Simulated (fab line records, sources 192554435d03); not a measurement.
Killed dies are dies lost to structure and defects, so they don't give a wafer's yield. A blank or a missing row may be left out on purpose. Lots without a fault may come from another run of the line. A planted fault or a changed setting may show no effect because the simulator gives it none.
fab line records | flow n5_finfet | part 1 of 2: steps 1 to 22 of 28
record lots=5 wafers=15 last_day=19
route steps=1938 shown BEOL_M7@1283
lots that met no fault: from a run of the same line without faults
start_h: hours from the record's first day to the start of the lot's first wafer shown | wait_h: hours since the lot's step before | " the same as in the row above | L1.1+2: a row that stands for several wafers | - no value, or no start given | * or withheld: withheld | < > ~ a bound
route shown NAME@n: a module of which the file shows steps, and the number in the route of the first | usual: mean/standard deviation of fault-free wafers | same: alike in all rows | chamber/n: place in a boat | sites: the reading at each site | _std_site: their standard deviation | _edge_site: outer sites' mean less inner sites' | radius_mm: how far each site lies from the wafer's centre | mask NAME#n: copy n | behind: the tool/chamber that last shaped the wafer | hold: why the lot was held/for how many hours/how that ended | device: the transistor (n, p or np) that didn't switch | end of line: the same wafers' tests at the end of the route | a step without rows: its recipe alone | killed: dies lost to structure and defects at the first sort, not the wafer's yield | map: a wafer's dies, x killed, . not, _ none there
set.NAME: the setting as run; set.NAME@STEP: as run at that earlier step | model.NAME: the simulator's own value behind a step, which no gauge read
lots at some steps of the route; a table a step, a row a wafer
services: from which hour (start_h, from the record's first day; less than 0 if before it) a tool's chamber was out of use, for how many hours, and why
## steps
# step N5_BEOL_M7_STRIP_67
# recipe chemistry=CF4 resist=SiARC power_w=300 bias_power_w=75 pressure_mtorr=50 cf4_flow_sccm=150 rf_frequency_hz=6e+07
# usual drypump_motor_current_A=5.6/0.49 oes_product_au=0.79/0.085 rf_vpp_V=271.5/1.6 showerhead_plenum_p_Torr=1.82/0.064 throttle_valve_pct=13.60/0.22
# columns lot.wafer tool chamber start_h wait_h drypump_motor_current_A oes_product_au rf_hours_counter_h rf_vpp_V showerhead_plenum_p_Torr throttle_valve_pct
L077.1 rie_diel-02 2 284.99 0.0 5.0 0.70 240 272.4 1.84 13.78
L077.4 " 1 " " 6.4 0.80 109 271.7 1.88 13.55
L077.6 " 2 " " 5.0 0.71 - 272.4 1.84 13.77
L082.1 rie_diel-05 1 310.82 0.0 5.6 0.69 240 271.1 1.83 13.87
L082.2 " 2 " " 6.1 0.75 163 271.6 1.87 13.57
L082.5 " 1 " " 5.6 0.70 - 271.5 1.83 13.88
L079.1 rie_diel-02 0 314.03 0.0 4.8 0.92 15 272.0 1.89 13.54
L079.2 " 2 " " 5.0 0.70 249 272.9 1.84 13.80
L079.3 " 3 " " 5.7 0.81 115 271.0 1.75 13.88
L083.1 rie_diel-02 2 338.41 0.0 5.0 0.95 3 271.3 1.84 13.26
L083.4 " 1 " " 6.4 0.79 126 271.5 1.88 13.57
L083.5 " 0 " " 4.8 0.90 - 273.9 1.89 13.56
L085.1 rie_diel-06 1 351.31 0.0 5.6 0.78 137 271.2 1.87 13.42
L085.5 " 1 " " 5.5 0.77 - 273.4 1.87 13.40
L085.6 " 2 " " 5.5 0.94 - 271.1 1.78 13.16
# step N5_BEOL_M7_HM_OPEN_17
# recipe chemistry=Cl2/BCl3 target_depth_a=200 overetch_a=60 target=TiN mask_material=SOC ion_energy_ev=150 pressure_mtorr=10 icp_w=1000 bias_w=126 Cl2_flow_sccm=53.25 bcl3_flow_sccm=21.75 Ar_flow_sccm=25
# usual bcl3_flow_sccm=21.76/0.063 drypump_motor_current_A=6.2/0.42 mfc_cl2_sccm=53.25/0.16 oes_product_au=0.73/0.05 throttle_valve_pct=22.02/0.2
# columns lot.wafer tool chamber start_h wait_h bcl3_flow_sccm drypump_motor_current_A mfc_cl2_sccm oes_product_au rf_hours_counter_h throttle_valve_pct
L077.1 rie_metal-03 0 285.03 0.0 21.61 6.2 53.14 0.74 13 22.03
L077.4 " 1 " " 21.87 5.6 53.27 0.59 - 21.67
L077.6 " 1 " " 21.84 5.6 52.95 0.60 - 21.64
L082.1 rie_metal-01 1 310.86 0.0 21.77 6.7 53.12 0.81 5 22.36
L082.2 " 0 " " 21.82 6.0 53.18 0.74 15 22.00
L082.5 " 1 " " 21.80 6.7 53.18 0.79 - 22.37
L079.1 rie_metal-01 0 314.07 0.0 21.66 6.0 53.22 0.74 15 22.01
L079.2 " 1 " " 21.71 6.7 53.37 0.79 5 22.37
L079.3 " 0 " " 21.63 6.0 53.21 0.75 - 22.01
L083.1 rie_metal-01 1 338.45 0.0 21.68 6.7 53.13 0.78 8 22.39
L083.4 " 0 " " 21.80 6.0 53.02 0.72 - 22.05
L083.5 " 1 " " 21.77 6.7 53.30 0.77 - 22.39
L085.1 rie_metal-02 1 351.35 0.0 21.80 5.7 53.31 0.73 25 21.98
L085.5 " 1 " " 21.81 5.7 53.36 0.73 - 21.99
L085.6 " 0 " " 21.84 6.6 53.37 0.74 - 21.88
# step N5_BEOL_M7_STRIP_19
# recipe chemistry=O2 power_w=400 temp_c=40 pressure_mtorr=30 rf_frequency_hz=6e+07 bias_power_w=0 overash_fraction=0.2 o2_flow_sccm=225
# usual drypump_motor_current_A=5.6/0.47 oes_product_au=0.80/0.092 rf_vpp_V=3.6/0.59 showerhead_plenum_p_Torr=2.11/0.087 throttle_valve_pct=16.68/0.21
# columns lot.wafer tool chamber start_h wait_h drypump_motor_current_A oes_product_au rf_hours_counter_h rf_vpp_V showerhead_plenum_p_Torr throttle_valve_pct
L077.1 rie_diel-02 3 285.14 0.1 5.7 0.82 106 2.9 2.01 16.87
L077.4 " 1 " " 6.4 0.80 109 3.4 2.23 16.73
L077.6 " 2 " " 5.0 0.69 - 4.2 2.16 16.82
L082.1 rie_diel-02 3 310.97 0.1 5.7 0.81 114 3.9 2.01 16.90
L082.2 " 1 " " 6.4 0.78 115 3.3 2.22 16.71
L082.5 " 2 " " 5.0 0.69 - 3.8 2.16 16.82
L079.1 rie_diel-05 3 314.18 0.1 5.7 0.69 200 3.2 1.98 16.59
L079.2 " 2 " " 6.1 0.74 164 4.6 2.18 16.59
L079.3 " 1 " " 5.6 0.69 241 4.3 2.12 16.76
L083.1 rie_diel-06 1 338.56 0.1 5.5 0.76 131 2.2 2.20 16.53
L083.4 " 0 " " 5.8 0.75 172 3.3 2.06 16.80
L083.5 " 0 " " 5.8 0.76 - 3.7 2.06 16.79
L085.1 rie_diel-05 3 351.56 0.2 5.7 0.68 213 3.9 1.98 16.61
L085.5 " 0 " " 5.0 0.69 - 3.3 1.99 16.93
L085.6 " 2 " " 6.1 0.73 - 4.3 2.18 16.61
# step N5_BEOL_M7_CD_MEAS_18
# recipe pitch_nm=80 target_cd_nm=40
# usual cd_nm=40.1/0.77
# columns lot.wafer tool chamber start_h wait_h cd_nm
L077.1 cd_sem-01 - 285.21 0.0 40.6
L077.4 " - " " 40.3
L077.6 " - " " 41.3
L082.1 cd_sem-02 - 311.04 0.0 41.3
L082.2 " - " " 42.1
L082.5 " - " " 40.3
L079.1 cd_sem-01 - 314.25 0.0 38.8
L079.2 " - " " 40.5
L079.3 " - " " 38.6
L083.1 cd_sem-03 - 338.63 0.0 40.0
L083.4 " - " " 39.2
L083.5 " - " " 39.6
L085.1 cd_sem-03 - 351.63 0.0 40.2
L085.5 " - " " 40.6
L085.6 " - " " 41.5
# step N5_BEOL_M7_COAT_63
# recipe resist=SOC temp_c=250 time_s=60 spin_rpm=1500 resist_thk_nm=60
# columns lot.wafer tool chamber start_h wait_h
L077.1+4+6 litho_track-04 0 285.49 0.3
L082.1+2+5 litho_track-05 0 311.92 0.9
L079.1+2+3 litho_track-05 0 315.62 1.4
L083.1+4+5 litho_track-02 0 338.69 0.1
L085.1+5+6 litho_track-02 0 352.94 1.3
# step N5_BEOL_M7_COAT_64
# recipe resist=SiARC temp_c=220 time_s=60 spin_rpm=1500 resist_thk_nm=12
# columns lot.wafer tool chamber start_h wait_h
L077.1+4+6 litho_track-04 0 - -
L082.1+2+5 litho_track-05 0 - -
L079.1+2+3 litho_track-05 0 - -
L083.1+4+5 litho_track-02 0 - -
L085.1+5+6 litho_track-02 0 - -
# step N5_BEOL_M7_COAT_71
# recipe resist=underlayer temp_c=205 time_s=60 spin_rpm=1500 resist_thk_nm=5
# columns lot.wafer tool chamber start_h wait_h
L077.1+4+6 litho_track-04 0 - -
L082.1+2+5 litho_track-05 0 - -
L079.1+2+3 litho_track-05 0 - -
L083.1+4+5 litho_track-02 0 - -
L085.1+5+6 litho_track-02 0 - -
# step N5_BEOL_M7_COAT_22
# recipe resist=CAR-EUV spin_rpm=1500 resist_thk_nm=30
# columns lot.wafer tool chamber start_h wait_h
L077.1+4+6 litho_track-04 0 - -
L082.1+2+5 litho_track-05 0 - -
L079.1+2+3 litho_track-05 0 - -
L083.1+4+5 litho_track-02 0 - -
L085.1+5+6 litho_track-02 0 - -
# step N5_BEOL_M7_EBR_24
# recipe solvent=PGMEA ebr_width_mm=1.5
# columns lot.wafer tool chamber start_h wait_h
L077.1+4+6 litho_track-04 0 - -
L082.1+2+5 litho_track-05 0 - -
L079.1+2+3 litho_track-05 0 - -
L083.1+4+5 litho_track-02 0 - -
L085.1+5+6 litho_track-02 0 - -
# step N5_BEOL_M7_SOFTBAKE_23
# recipe temp_c=110 time_s=60 resist=CAR-EUV
# columns lot.wafer tool chamber start_h wait_h
L077.1+4+6 litho_track-04 0 - -
L082.1+2+5 litho_track-05 0 - -
L079.1+2+3 litho_track-05 0 - -
L083.1+4+5 litho_track-02 0 - -
L085.1+5+6 litho_track-02 0 - -
# step N5_BEOL_M7_EXPOSE_25
# recipe mask_id=V6 na=0.33 source_shape=annular sigma_inner=0.4 sigma_outer=0.8 polarization=unpolarized target_cd_nm=40 dose_mj=42.5
# usual exposure_dose_mJ_cm2=42.48/0.052
# columns lot.wafer tool chamber start_h wait_h mask exposure_dose_mJ_cm2
L077.1 euv_scanner-02 0 285.76 - V6#0 42.47
L077.4 " 0 " " V6#0 42.46
L077.6 " 0 " " V6#0 42.54
L082.1 euv_scanner-02 0 312.06 - V6#0 42.46
L082.2 " 0 " " V6#0 42.43
L082.5 " 0 " " V6#0 42.45
L079.1 euv_scanner-02 0 315.76 - V6#0 42.51
L079.2 " 0 " " V6#0 42.51
L079.3 " 0 " " V6#0 42.46
L083.1 euv_scanner-02 0 338.93 - V6#0 42.47
L083.4 " 0 " " V6#0 42.49
L083.5 " 0 " " V6#0 42.46
L085.1 euv_scanner-01 0 353.23 - V6#0 42.39
L085.5 " 0 " " V6#0 42.42
L085.6 " 0 " " V6#0 42.45
# step N5_BEOL_M7_PEB_26
# recipe peb_temp_c=100 peb_time_s=60 resist=CAR-EUV
# columns lot.wafer tool chamber start_h wait_h
L077.1+4+6 litho_track-05 0 285.82 0.1
L082.1+2+5 litho_track-04 0 312.13 0.1
L079.1+2+3 litho_track-05 0 315.82 0.1
L083.1+4+5 litho_track-02 0 338.99 0.1
L085.1+5+6 litho_track-05 0 353.30 0.1
# step N5_BEOL_M7_DEVELOP_27
# recipe develop_time_s=30 developer=TMAH resist=CAR-EUV rinse_liquid=surfactant_rinse dry=air_spin dev_temp_c=23
# columns lot.wafer tool chamber start_h wait_h
L077.1+4+6 litho_track-05 0 - -
L082.1+2+5 litho_track-04 0 - -
L079.1+2+3 litho_track-05 0 - -
L083.1+4+5 litho_track-02 0 - -
L085.1+5+6 litho_track-05 0 - -
# step N5_BEOL_M7_CD_MEAS_28
# recipe target_cd_nm=40 landing_energy_ev=500 detector=se_inlens
# usual cd_nm=40.04/0.29
# columns lot.wafer tool chamber start_h wait_h cd_nm
L077.1 cd_sem-01 0 285.89 - 40.28
L077.4 " 0 " " 40.03
L077.6 " 0 " " 39.99
L082.1 cd_sem-01 0 312.20 - 40.05
L082.2 " 0 " " 40.35
L082.5 " 0 " " 40.01
L079.1 cd_sem-02 0 315.89 - 40.27
L079.2 " 0 " " 40.64
L079.3 " 0 " " 40.33
L083.1 cd_sem-03 0 339.06 - 40.17
L083.4 " 0 " " 39.76
L083.5 " 0 " " 39.67
L085.1 cd_sem-03 0 353.37 - 40.02
L085.5 " 0 " " 39.65
L085.6 " 0 " " 40.27
# step N5_BEOL_M7_OVL_MEAS_29
# recipe points_per_wafer=522
# usual V6_OVL=-0.7/0.83
# columns lot.wafer tool chamber start_h wait_h V6_OVL[nm]
L077.1 overlay-01 0 285.92 0.0 -0.4
L077.4 " 0 " " -0.4
L077.6 " 0 " " -0.6
L082.1 overlay-01 0 312.23 0.0 -0.8
L082.2 " 0 " " -0.4
L082.5 " 0 " " 0.0
L079.1 overlay-01 0 315.93 0.0 -0.7
L079.2 " 0 " " -0.3
L079.3 " 0 " " -0.7
L083.1 overlay-02 0 339.09 0.0 -0.6
L083.4 " 0 " " -0.8
L083.5 " 0 " " -1.0
L085.1 overlay-02 0 353.40 0.0 -1.3
L085.5 " 0 " " -1.2
L085.6 " 0 " " -1.0
# step N5_BEOL_M7_INSPECT_30
# recipe mode=adi inspect_instrument=brightfield
# usual raw_defect_count=394/83
# columns lot.wafer tool chamber start_h wait_h raw_defect_count
L077.1 defect_inspect-02 - 285.98 0.1 459
L077.4 " - " " 567
L077.6 " - " " 433
L082.1 defect_inspect-01 - 312.28 0.1 443
L082.2 " - " " 424
L082.5 " - " " 557
L079.1 defect_inspect-01 - 315.99 0.1 499
L079.2 " - " " 335
L079.3 " - " " 433
L083.1 defect_inspect-02 - 339.15 0.1 532
L083.4 " - " " 529
L083.5 " - " " 577
L085.1 defect_inspect-01 - 353.45 0.1 367
L085.5 " - " " 411
L085.6 " - " " 400
# step N5_BEOL_M7_DESCUM_33
# recipe chemistry=O2 time_s=7 source_power_w=50 bias_power_w=20 pressure_mtorr=20 rf_frequency_hz=2.712e+07 temp_c=40 resist=CAR-EUV o2_flow_sccm=225
# usual drypump_motor_current_A=5.6/0.44 oes_product_au=0.78/0.09 rf_vpp_V=243.3/1.6 showerhead_plenum_p_Torr=2.09/0.089 throttle_valve_pct=20.42/0.22
# columns lot.wafer tool chamber start_h wait_h drypump_motor_current_A oes_product_au rf_hours_counter_h rf_vpp_V showerhead_plenum_p_Torr throttle_valve_pct
L077.1 rie_diel-06 1 286.01 0.0 5.6 0.78 111 245.1 2.20 20.22
L077.4 " 3 " " 6.1 0.91 - 246.0 2.12 20.32
L077.6 " 1 " " 5.5 0.77 - 244.1 2.20 20.25
L082.1 rie_diel-05 3 312.32 0.0 5.7 0.70 200 240.9 1.98 20.26
L082.2 " 1 " " 5.6 0.68 240 244.8 2.12 20.43
L082.5 " 1 " " 5.6 0.68 - 243.7 2.12 20.43
L079.1 rie_diel-06 0 316.04 0.0 5.8 0.74 163 242.5 2.06 20.44
L079.2 " 3 " " 6.1 0.88 41 241.7 2.12 20.35
L079.3 " 1 " " 5.5 0.77 122 245.9 2.20 20.25
L083.1 rie_diel-05 1 339.18 0.0 5.6 0.67 248 242.4 2.11 20.42
L083.4 " 0 " " 5.0 0.69 216 240.7 1.99 20.70
L083.5 " 0 " " 5.0 0.69 - 240.8 1.99 20.72
L085.1 rie_diel-06 2 353.55 0.1 5.5 0.94 11 242.2 2.04 19.86
L085.5 " 1 " " 5.5 0.76 - 245.2 2.19 20.29
L085.6 " 2 " " 5.5 0.94 - 241.8 2.04 19.83
# step N5_BEOL_M7_ETCH_72
# recipe chemistry=N2/H2 target=underlayer target_depth_a=65 mask_material=CAR-EUV time_s=5.2 ion_energy_ev=200 pressure_mtorr=30 source_w=840 bias_w=150 n2_flow_sccm=200 h2_flow_sccm=200 ends=cleared
# usual drypump_motor_current_A=5.6/0.44 etch_rf_on_time_s=5.23/0.18 oes_product_au=0.67/0.076 rf_vpp_V=524/3.1 showerhead_plenum_p_Torr=2.55/0.098 throttle_valve_pct=17.9/0.32
# columns lot.wafer tool chamber start_h wait_h drypump_motor_current_A etch_rf_on_time_s oes_product_au rf_hours_counter_h rf_vpp_V showerhead_plenum_p_Torr throttle_valve_pct
L077.1 rie_diel-06 1 286.05 0.0 5.5 5.27 0.67 111 526 2.65 17.5
L077.4 " 3 " " 6.0 4.77 0.82 - 525 2.59 17.7
L077.6 " 1 " " 5.5 5.23 0.68 - 526 2.65 17.5
L082.1 rie_diel-05 3 312.35 0.0 5.7 5.14 0.62 200 521 2.42 17.8
L082.2 " 1 " " 5.6 5.37 0.58 240 527 2.63 18.2
L082.5 " 1 " " 5.6 5.41 0.58 - 526 2.63 18.2
L079.1 rie_diel-06 0 316.08 0.0 5.8 5.32 0.63 163 524 2.55 18.2
L079.2 " 3 " " 6.0 4.84 0.79 41 526 2.58 17.8
L079.3 " 1 " " 5.5 5.22 0.67 122 529 2.64 17.5
L083.1 rie_diel-05 1 339.22 0.0 5.6 5.42 0.57 248 526 2.62 18.2
L083.4 " 0 " " 5.0 5.26 0.59 216 519 2.40 18.0
L083.5 " 0 " " 5.0 5.28 0.60 - 521 2.40 18.0
L085.1 rie_diel-06 2 353.59 0.0 5.5 5.16 0.80 11 522 2.48 17.3
L085.5 " 1 " " 5.6 5.35 0.65 - 527 2.63 17.5
L085.6 " 2 " " 5.6 5.15 0.81 - 525 2.48 17.3
# step N5_BEOL_M7_ETCH_65
# recipe chemistry=CF4 target=SiARC target_depth_a=156 mask_material=CAR-EUV time_s=26 ion_energy_ev=80 pressure_mtorr=40 source_w=545 bias_w=36 Ar_flow_sccm=100 cf4_flow_sccm=100 ends=cleared
# usual drypump_motor_current_A=5.6/0.44 etch_rf_on_time_s=26.3/0.86 oes_product_au=0.67/0.076 rf_vpp_V=184.0/1.2 showerhead_plenum_p_Torr=2.15/0.078 throttle_valve_pct=15.62/0.22
# columns lot.wafer tool chamber start_h wait_h drypump_motor_current_A etch_rf_on_time_s oes_product_au rf_hours_counter_h rf_vpp_V showerhead_plenum_p_Torr throttle_valve_pct
L077.1 rie_diel-06 1 286.06 0.0 5.5 26.8 0.66 111 184.2 2.23 15.33
L077.4 " 3 " " 6.1 24.4 0.80 - 184.0 2.18 15.45
L077.6 " 1 " " 5.6 26.6 0.67 - 186.2 2.23 15.32
L082.1 rie_diel-05 3 312.37 0.0 5.7 26.3 0.61 200 182.4 2.03 15.58
L082.2 " 1 " " 5.5 26.8 0.58 240 184.8 2.20 15.91
L082.5 " 1 " " 5.5 26.9 0.58 - 184.9 2.20 15.90
L079.1 rie_diel-06 0 316.09 0.0 5.8 26.9 0.63 163 184.8 2.13 15.84
L079.2 " 3 " " 6.0 24.5 0.79 41 183.8 2.17 15.46
L079.3 " 1 " " 5.6 26.3 0.67 122 183.1 2.22 15.37
L083.1 rie_diel-05 1 339.23 0.0 5.6 26.9 0.58 248 184.5 2.20 15.91
L083.4 " 0 " " 5.0 26.9 0.59 216 182.9 2.04 15.84
L083.5 " 0 " " 5.0 26.9 0.58 - 184.0 2.04 15.84
L085.1 rie_diel-06 2 353.60 0.0 5.5 26.0 0.81 11 183.6 2.12 15.22
L085.5 " 1 " " 5.6 26.4 0.65 - 184.3 2.22 15.39
L085.6 " 2 " " 5.5 25.9 0.80 - 182.4 2.12 15.20
# step N5_BEOL_M7_ETCH_66
# recipe chemistry=N2/H2 target=SOC target_depth_a=800 overetch_a=160 mask_material=SiARC temp_c=40 time_s=120 ion_energy_ev=200 pressure_mtorr=30 source_w=840 bias_w=150 n2_flow_sccm=200 h2_flow_sccm=200
# usual drypump_motor_current_A=5.6/0.44 oes_product_au=0.60/0.063 rf_vpp_V=524.2/2.8 showerhead_plenum_p_Torr=2.55/0.098 throttle_valve_pct=17.9/0.32
# columns lot.wafer tool chamber start_h wait_h drypump_motor_current_A oes_product_au rf_hours_counter_h rf_vpp_V showerhead_plenum_p_Torr throttle_valve_pct
L077.1 rie_diel-06 1 286.09 0.0 5.6 0.61 111 527.3 2.65 17.4
L077.4 " 3 " " 6.1 0.69 - 526.1 2.59 17.7
L077.6 " 1 " " 5.6 0.60 - 528.0 2.65 17.4
L082.1 rie_diel-05 3 312.40 0.0 5.7 0.55 200 521.9 2.42 17.8
L082.2 " 1 " " 5.6 0.53 240 525.2 2.63 18.1
L082.5 " 1 " " 5.6 0.53 - 525.9 2.63 18.1
L079.1 rie_diel-06 0 316.12 0.0 5.8 0.57 163 524.5 2.55 18.2
L079.2 " 3 " " 6.0 0.68 41 525.6 2.58 17.7
L079.3 " 1 " " 5.5 0.60 122 526.9 2.64 17.4
L083.1 rie_diel-05 1 339.26 0.0 5.6 0.53 248 526.2 2.62 18.2
L083.4 " 0 " " 5.0 0.54 216 520.6 2.40 18.0
L083.5 " 0 " " 5.0 0.54 - 519.7 2.40 18.0
L085.1 rie_diel-06 1 353.63 0.0 5.6 0.59 137 527.3 2.63 17.5
L085.5 " 2 " " 5.5 0.72 - 521.8 2.48 17.3
L085.6 " 3 " " 6.0 0.66 - 526.1 2.58 17.7
# step N5_BEOL_M7_STRIP_69
# recipe chemistry=N2/H2 temp_c=40 n2_flow_sccm=200 h2_flow_sccm=200 rf_frequency_hz=6e+07
# columns lot.wafer tool chamber start_h wait_h
L077.1+4+6 rie_diel-06 1,3,1 286.17 0.0
L082.1+2+5 rie_diel-05 3,1,1 312.48 0.0
L079.1+2+3 rie_diel-06 0,3,1 316.20 0.0
L083.1+4+5 rie_diel-05 1,0,0 339.34 0.0
L085.1+5+6 rie_diel-06 0,0,2 353.71 0.0
# step N5_BEOL_M7_STRIP_73
# recipe chemistry=N2/H2 temp_c=40 n2_flow_sccm=200 h2_flow_sccm=200 rf_frequency_hz=6e+07
# columns lot.wafer tool chamber start_h wait_h
L077.1+4+6 rie_diel-06 1,3,1 286.18 0.0
L082.1+2+5 rie_diel-05 3,1,1 312.49 0.0
L079.1+2+3 rie_diel-06 0,3,1 316.21 0.0
L083.1+4+5 rie_diel-05 1,0,0 339.35 0.0
L085.1+5+6 rie_diel-06 0,0,2 353.72 0.0
